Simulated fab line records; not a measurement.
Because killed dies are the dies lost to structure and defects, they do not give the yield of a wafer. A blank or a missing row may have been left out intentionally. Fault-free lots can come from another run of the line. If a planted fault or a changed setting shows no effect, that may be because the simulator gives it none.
What tool caused it? / flow n5_finfet / 8 lots, 24 wafers sampled, at 5 steps of a route of 1938

## WHAT EACH GAUGE READ, for each wafer
N5_BEOL_M0_CUTY_INSPECT_59: inspects for defects (macro).
lot=L998; measured=day 5 23:43; on=defect_inspect-01; raw_defect_count=4 3 2
lot=L100; measured=day 6 11:56; on=defect_inspect-02; raw_defect_count=2 4 2
lot=L102; measured=day 7 00:37; on=defect_inspect-02; raw_defect_count=4 2 3
lot=L103; measured=day 7 09:47; on=defect_inspect-01; raw_defect_count=3 2 1
lot=L111; measured=day 9 04:57; on=defect_inspect-01; raw_defect_count=283 1 278
lot=L115; measured=day 11 03:34; on=defect_inspect-01; raw_defect_count=1 5 2
lot=L118; measured=day 11 04:23; on=defect_inspect-01; raw_defect_count=3 6 1
lot=L119; measured=day 11 08:10; on=defect_inspect-01; raw_defect_count=0 3 4

## WHAT TOOL EACH LOT RAN ON (gives the tool, then ch and the chambers of the sampled wafers, and finally the start)
lot=L998; N5_BEOL_M0_SAQP_ETCH_84=rie_diel-02 ch 0,1, day 5 18:05; N5_BEOL_M0_SAQP_SPACER2_ETCHBACK_27=rie_diel-03 ch 1,2,3, day 5 21:43; N5_BEOL_M0_SAQP_ETCH_73=rie_diel-02 ch 1,2, day 5 22:31; N5_BEOL_M0_SAQP_ALD_48=ald_sin-03 ch 0,1,2, day 5 22:46
lot=L100; N5_BEOL_M0_SAQP_ETCH_84=rie_diel-01 ch 0,2,3, day 6 06:32; N5_BEOL_M0_SAQP_SPACER2_ETCHBACK_27=rie_diel-03 ch 0,2, day 6 09:44; N5_BEOL_M0_SAQP_ETCH_73=rie_diel-03 ch 0,1,2, day 6 10:33; N5_BEOL_M0_SAQP_ALD_48=ald_sin-01 ch 0,2,3, day 6 10:47
lot=L102; N5_BEOL_M0_SAQP_ETCH_84=rie_diel-01 ch 0,1,2, day 6 18:37; N5_BEOL_M0_SAQP_SPACER2_ETCHBACK_27=rie_diel-03 ch 2,3, day 6 22:30; N5_BEOL_M0_SAQP_ETCH_73=rie_diel-01 ch 1,3, day 6 23:19; N5_BEOL_M0_SAQP_ALD_48=ald_sin-01 ch 0,1,2, day 6 23:32
lot=L103; N5_BEOL_M0_SAQP_ETCH_84=rie_diel-01 ch 1,2, day 7 03:37; N5_BEOL_M0_SAQP_SPACER2_ETCHBACK_27=rie_diel-03 ch 2,3, day 7 07:23; N5_BEOL_M0_SAQP_ETCH_73=rie_diel-01 ch 2,3, day 7 08:04; N5_BEOL_M0_SAQP_ALD_48=ald_sin-01 ch 0,2,3, day 7 08:46
lot=L111; N5_BEOL_M0_SAQP_ETCH_84=rie_diel-01 ch 0,2, day 8 23:08; N5_BEOL_M0_SAQP_SPACER2_ETCHBACK_27=rie_diel-03 ch 0,2,3, day 9 02:50; N5_BEOL_M0_SAQP_ETCH_73=rie_diel-03 ch 1,2, day 9 03:38; N5_BEOL_M0_SAQP_ALD_48=ald_sin-01 ch 1,2,3, day 9 03:52
lot=L115; N5_BEOL_M0_SAQP_ETCH_84=rie_diel-02 ch 0,1,3, day 10 20:30; N5_BEOL_M0_SAQP_SPACER2_ETCHBACK_27=rie_diel-02 ch 0,1,2, day 11 01:26; N5_BEOL_M0_SAQP_ETCH_73=rie_diel-03 ch 0,1,3, day 11 02:16; N5_BEOL_M0_SAQP_ALD_48=ald_sin-01 ch 0,2,3, day 11 02:30
lot=L118; N5_BEOL_M0_SAQP_ETCH_84=rie_diel-03 ch 1,2,3, day 10 20:59; N5_BEOL_M0_SAQP_SPACER2_ETCHBACK_27=rie_diel-01 ch 0,2, day 11 02:12; N5_BEOL_M0_SAQP_ETCH_73=rie_diel-03 ch 0,2,3, day 11 03:00; N5_BEOL_M0_SAQP_ALD_48=ald_sin-02 ch 1,2,3, day 11 03:19
lot=L119; N5_BEOL_M0_SAQP_ETCH_84=rie_diel-02 ch 0,2,3, day 11 02:32; N5_BEOL_M0_SAQP_SPACER2_ETCHBACK_27=rie_diel-02 ch 0,1,3, day 11 06:10; N5_BEOL_M0_SAQP_ETCH_73=rie_diel-02 ch 0,1,2, day 11 06:51; N5_BEOL_M0_SAQP_ALD_48=ald_sin-02 ch 0,1,3, day 11 07:05
- N5_BEOL_M0_SAQP_ETCH_84: etches SOC in N2/H2, target depth 100 nm, overetch 20 nm, time 150 s.
- N5_BEOL_M0_SAQP_SPACER2_ETCHBACK_27: etches SiO2 in CHF3/O2, target depth 22.5 nm, time 11.25 s.
- N5_BEOL_M0_SAQP_ETCH_73: etches SiARC in CF4, target depth 19.5 nm, time 32.5 s.
- N5_BEOL_M0_SAQP_ALD_48: deposits SiO2, target thk 20 nm, pulse time 1 s, co reactant pulse time 1 s.

## THE ANSWER, worked out from the rows above alone
Rule: usual is defined by the lots themselves. The widest of any qualifying gaps counts: lots, ordered by their means at a reading, are off when they make up no more than a third of the lots, leave a main group of 4 or more, and stand apart from it by 3 or more times the standard deviation of that group's means. If all means in a main group match to the digits the tables above print for the reading, that group is not used. A lot without any number at a reading at which 4 lots or more have one is off too. The other lots that the step has rows for count as sound.
Off at N5_BEOL_M0_CUTY_INSPECT_59 (raw_defect_count): L111. For the main group the mean is 2.7 and the standard deviation 0.42.
A tool fits if, at a process step before that reading, it ran every lot that is off, and no sound lot after the first of them. The gauges at N5_BEOL_M0_CUTY_INSPECT_59 are tried like those tools. 2 tools fit, rie_diel-01 at N5_BEOL_M0_SAQP_ETCH_84 and rie_diel-03 at N5_BEOL_M0_SAQP_SPACER2_ETCHBACK_27, so this cannot tell which one it is.

## WHAT WAS PUT IN BY THE SIMULATOR
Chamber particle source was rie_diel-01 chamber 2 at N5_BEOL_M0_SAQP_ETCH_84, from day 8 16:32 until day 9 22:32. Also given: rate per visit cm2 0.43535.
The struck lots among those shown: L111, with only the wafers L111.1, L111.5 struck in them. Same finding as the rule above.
